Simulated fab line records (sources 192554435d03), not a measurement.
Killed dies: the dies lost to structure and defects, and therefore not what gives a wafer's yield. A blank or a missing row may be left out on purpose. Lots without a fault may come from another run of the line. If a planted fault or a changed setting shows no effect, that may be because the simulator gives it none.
What tool caused it? + flow n5 finfet + 9 lots, 26 wafers sampled, at 3 steps of a route of 1938

WHAT THE GAUGES SHOWED, per wafer
N5_BEOL_M4_RC_MEAS_101. Usual: DIBL_N 36.3 mV/V, standard deviation 2.2; DIBL_P 36.0 mV/V, standard deviation 2.4; IOFF_N 0.16 nA/um, standard deviation 0.042; IOFF_P 0.22 nA/um, standard deviation 0.041; ION_N 672 uA/um, standard deviation 14; ION_P 462 uA/um, standard deviation 7.9; SS_N 71.7 mV/dec, standard deviation 0.76; SS_P 73.3 mV/dec, standard deviation 0.72; VT_N 250 mV, standard deviation 3.6; VT_P -249 mV, standard deviation 3.
| lot  | measured     | on        | DIBL_N (mV/V)  | DIBL_P (mV/V)  | IOFF_N (nA/um) | IOFF_P (nA/um) | ION_N (uA/um) | ION_P (uA/um) | SS_N (mV/dec)  | SS_P (mV/dec)  | VT_N (mV)   | VT_P (mV)      | flag |
|------|--------------|-----------|----------------|----------------|----------------|----------------|---------------|---------------|----------------|----------------|-------------|----------------|------|
| L594 | day 8 23:58  | prober-02 | 37.0 38.0 37.0 | 38.2 38.6 37.7 | 0.18 0.19 0.17 | 0.25 0.25 0.24 | 675 666 676   | 465 454 470   | 72.0 72.3 72.0 | 74.1 73.6 73.1 | 248 246 247 | -249 -251 -249 |      |
| L596 | day 9 13:12  | prober-01 | 32.6 35.4 35.2 | 30.9 35.6 34.7 | 0.10 0.16 0.14 | 0.14 0.20 0.18 | 651 671 661   | 450 460 454   | 71.1 71.6 72.3 | 71.5 72.7 72.0 | 256 248 248 | -253 -250 -250 |      |
| L599 | day 9 21:14  | prober-01 | 36.6 35.3 34.7 | 36.9 34.9 34.5 | 0.16 0.14 0.12 | 0.21 0.18 0.17 | 660 674 661   | 459 457 461   | 71.6 71.3 71.5 | 73.5 73.5 72.8 | 250 252 255 | -249 -254 -252 |      |
| L601 | day 10 04:07 | prober-01 | 38.3 37.6      | 37.9 35.8      | 0.18 0.15      | 0.26 0.23      | 672 663       | 471 464       | 72.0 72.1      | 73.9 73.1      | 250 253     | -249 -248      |      |
| L602 | day 11 03:26 | prober-02 | 40.4 36.1 36.4 | 38.4 35.9 36.5 | 0.35 0.17 0.17 | 0.28 0.22 0.23 | 682 662 650   | 459 457 448   | 75.0 71.7 72.5 | 73.8 73.2 73.4 | 244 249 250 | -248 -250 -252 |      |
| L605 | day 11 09:41 | prober-02 | 34.4 34.4 33.5 | 35.2 34.6 34.2 | 0.16 0.16 0.14 | 0.24 0.23 0.22 | 671 689 668   | 466 475 464   | 72.1 71.0 70.8 | 73.3 73.2 72.4 | 250 247 252 | -245 -244 -246 |      |
| L612 | day 14 04:40 | prober-01 | 39.2 38.6 38.5 | 37.0 38.2 37.3 | 0.23 0.20 0.20 | 0.21 0.22 0.21 | 668 685 688   | 447 460 454   | 74.3 72.2 72.5 | 73.7 73.6 73.6 | 251 249 250 | -253 -251 -250 |      |
| L613 | day 14 21:55 | prober-02 | 36.6 34.5 33.8 | 36.4 35.3 34.7 | 0.15 0.13 0.11 | 0.18 0.18 0.16 | 655 664 657   | 445 459 453   | 72.2 70.8 70.8 | 73.0 72.3 72.7 | 253 251 255 | -253 -255 -252 |      |
| L611 | day 15 06:28 | prober-01 | 33.2 34.1 33.4 | 34.8 35.7 34.9 | 0.14 0.15 0.14 | 0.19 0.19 0.20 | 674 685 672   | 468 470 465   | 70.5 71.1 71.2 | 72.9 72.8 72.7 | 251 249 250 | -251 -251 -250 |      |

N5_BEOL_M10_CD_MEAS_18: pitch 140 nm, target cd 70 nm. Usual: cd nm at 69.8 nm, with a standard deviation of 0.63.
| lot  | measured     | on        | cd nm (nm)     | flag |
|------|--------------|-----------|----------------|------|
| L594 | day 10 23:20 | cd sem-03 | 70.6 70.3 69.9 |      |
| L596 | day 11 10:13 | cd sem-03 | 69.1 69.7 69.7 |      |
| L599 | day 12 02:14 | cd sem-03 | 69.0 69.3 70.0 |      |
| L601 | day 12 05:46 | cd sem-01 | 69.9 70.1      |      |
| L602 | day 13 09:04 | cd sem-03 | 70.8 70.3 69.6 |      |
| L605 | day 13 19:19 | cd sem-03 | 69.7 69.1 68.9 |      |
| L612 | day 16 13:04 | cd sem-01 | 70.4 69.8 70.8 |      |
| L613 | day 17 09:44 | cd sem-02 | 70.6 70.6 70.3 |      |
| L611 | day 17 23:44 | cd sem-02 | 70.1 69.6 70.4 |      |

N5_BEOL_M10_OVL_MEAS_29. Usual: for V9_OVL the level is -0.4 nm and the standard deviation is 0.82.
| lot  | measured     | on         | V9_OVL (nm)    | flag |
|------|--------------|------------|----------------|------|
| L594 | day 10 23:46 | overlay-01 | -0.8 0.2 0.1   |      |
| L596 | day 11 10:44 | overlay-02 | -1.2 -1.5 -2.1 |      |
| L599 | day 12 03:22 | overlay-01 | -0.7 -1.1 -0.2 |      |
| L601 | day 12 07:52 | overlay-01 | 0.0 -0.9       |      |
| L602 | day 13 09:48 | overlay-02 | -0.3 -0.6 0.4  |      |
| L605 | day 13 19:37 | overlay-02 | -1.8 -1.0 -1.6 |      |
| L612 | day 16 18:02 | overlay-01 | 0.4 -0.6 0.4   |      |
| L613 | day 17 12:52 | overlay-01 | -0.5 -1.1 0.2  |      |
| L611 | day 18 01:32 | overlay-02 | -1.1 0.0 1.0   |      |

TOOL THAT RAN EACH LOT (tool first, then ch and the chambers of the sampled wafers, then the start)
There is no process step in the record ahead of these readings.

WHAT THE TOOLS THEMSELVES READ (means of the sampled wafers that have a number; where no wafer has one, the mark that the record gives instead)
The record holds no such reading with a usual standard deviation.

THE ANSWER, worked out from the rows above alone
Rule: a lot is off if the mean of its wafers that have a number lies more than 3 standard deviations from the usual mean. Also off: a lot with no number at a reading for which 4 or more lots have one. All remaining lots with rows at the step are treated as sound. The gauges are gone through in route order, then the tools' own readings, and for those a lot's mean is taken as printed above. At the first step where some lot is off, the reading lying furthest off is the one used; lots without a number count as furthest.
None of the lots is off at any reading shown; this tells nothing.

WHAT WAS PUT IN BY THE SIMULATOR
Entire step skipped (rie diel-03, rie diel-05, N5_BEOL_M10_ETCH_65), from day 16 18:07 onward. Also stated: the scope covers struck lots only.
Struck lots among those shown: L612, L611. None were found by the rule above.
